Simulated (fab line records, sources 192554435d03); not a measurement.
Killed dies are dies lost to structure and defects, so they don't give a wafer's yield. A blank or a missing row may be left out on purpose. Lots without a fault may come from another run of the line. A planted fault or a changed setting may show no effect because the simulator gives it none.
Split-lot experiment | flow n5_finfet | 7 lots, 21 wafers read, on a route of 1938 steps

THE SPLIT
At N5_BEOL_M2_COAT_67 (time 60 s, resist thk 60 nm), the setting spin_rpm was moved away from the recipe's 1500 rpm on 6 of the 21 wafers read, by -11.1% to +10.9%. The other wafers ran this setting at the recipe's value.

FROM THE SPLIT TO THE READING: what the file shows between them, 5 steps
- N5_BEOL_M2_COAT_76: time 60 s, resist thk 5 nm (also split here: time_s)
- N5_BEOL_M2_COAT_22: resist thk 30 nm
- N5_BEOL_M2_EBR_24
- N5_BEOL_M2_ALD_98: deposits SiO2, target thk 2.5 nm, pulse time 1 s, co reactant pulse time 1 s
- N5_BEOL_M2_ETCHBACK_99: etches SiO2 in CHF3, target depth 5 nm, time 10.4 s

THE READING
etch.depth_nm (the simulator's own value, which no gauge read), in nm, at N5_BEOL_M2_ETCH_70 (etches SOC in N2/H2, target depth 80 nm, overetch 24 nm, time 130 s). The file gives no usual value for it. The 15 wafers here that ran the recipe average 60.15 nm, standard deviation 0.13 nm.

wafer  | tool, chamber at the split | spin_rpm as run, rpm | against the recipe | etch.depth_nm, nm | against lot-mates on the recipe
L076.1 | litho_track-02, 0          | 1455                 | -3.0%              | 61.34             | +1.09
L076.2 | litho_track-02, 0          | 1500                 | recipe             | 60.33             | -
L076.5 | litho_track-02, 0          | 1500                 | recipe             | 60.18             | -
L080.1 | litho_track-05, 0          | 1500                 | recipe             | 60.13             | -
L080.3 | litho_track-05, 0          | 1500                 | recipe             | 60.35             | -
L080.6 | litho_track-05, 0          | 1663                 | +10.9%             | 57.31             | -2.93
L089.3 | litho_track-05, 0          | 1620                 | +8.0%              | 57.74             | -2.25
L089.4 | litho_track-05, 0          | 1500                 | recipe             | 59.99             | -
L089.5 | litho_track-05, 0          | 1620                 | +8.0%              | 57.88             | -2.11
L094.1 | litho_track-03, 0          | 1500                 | recipe             | 60.23             | -
L094.2 | litho_track-03, 0          | 1500                 | recipe             | 60.08             | -
L094.5 | litho_track-03, 0          | 1500                 | recipe             | 60.19             | -
L095.2 | litho_track-03, 0          | 1500                 | recipe             | 60.3              | -
L095.3 | litho_track-03, 0          | 1500                 | recipe             | 60.23             | -
L095.6 | litho_track-03, 0          | 1500                 | recipe             | 60.17             | -
L091.2 | litho_track-03, 0          | 1500                 | recipe             | 59.88             | -
L091.4 | litho_track-03, 0          | 1500                 | recipe             | 59.97             | -
L091.6 | litho_track-03, 0          | 1367                 | -8.9%              | 62.69             | +2.77
L096.2 | litho_track-03, 0          | 1500                 | recipe             | 60.14             | -
L096.4 | litho_track-03, 0          | 1500                 | recipe             | 60.11             | -
L096.6 | litho_track-03, 0          | 1333                 | -11.1%             | 63.66             | +3.53

THE FIT
A straight line over all 21 wafers: etch.depth_nm changes by -0.292 nm for each +1% of spin_rpm; r = -0.99; the points scatter about the line by 0.16 nm.
The same after taking each lot's own level away (the mean of its wafers on the recipe; 21 wafers): -0.293 nm for each +1%; r = -1.00; scatter 0.12 nm.
On that fit, the largest move of spin_rpm shifts the reading by 3.3 nm.
The lots' own levels span 59.925 to 60.255 nm, that is 2.6 times the standard deviation above.
So the lot-to-lot level changes the slope little: the two slopes agree.
Check: with one of the wafers moved furthest among these (-11.1%) left out of the fit, the line predicts +3.22 nm for it against its lot-mates. It came out at +3.53 nm against them.

OTHER SPLITS ON THESE WAFERS
These wafers also went through other splits before the reading. Each is held against what the fit with the lots' levels taken away leaves over:
other split on the same wafers            | wafers away from the commonest value | r with etch.depth_nm (lot level and that fit taken away)
N5_MOL_CONTACT_COAG_ETCH_124 source_w     | 10                                   | -0.04
N5_MOL_CONTACT_COAG_CVD_140 target_thk_a  | 6                                    | -0.14
N5_BEOL_M0_SAQP_MANDREL_ETCH_20 icp_w     | 7                                    | -0.07
N5_BEOL_M0_SAQP_SPACER1_ALD_98 ald_cycles | 7                                    | -0.09
N5_BEOL_M0_ETCH_109 bias_w                | 7                                    | +0.14
N5_BEOL_M2_COAT_76 time_s                 | 10                                   | +0.37

THE WHOLE CHAIN: every reading that the file lists as answering this split, in the file's order
step               | what it does                                                        | reading                                                                        | change (the file's fit)               | r (the file's)
N5_BEOL_M2_COAT_67 | time 60 s, resist thk 60 nm                                         | SOC_of_BEOL_M2_COAT_67.thk_nm (the simulator's own value, which no gauge read) | -0.29 nm for each +1% of the setting  | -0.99
N5_BEOL_M2_ETCH_70 | etches SOC in N2/H2, target depth 80 nm, overetch 24 nm, time 130 s | etch.depth_nm (the simulator's own value, which no gauge read)                 | -0.296 nm for each +1% of the setting | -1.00

THE FILE'S OWN FIT
etch.depth_nm changes by -0.296 nm for each +1% of spin_rpm, r = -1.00.
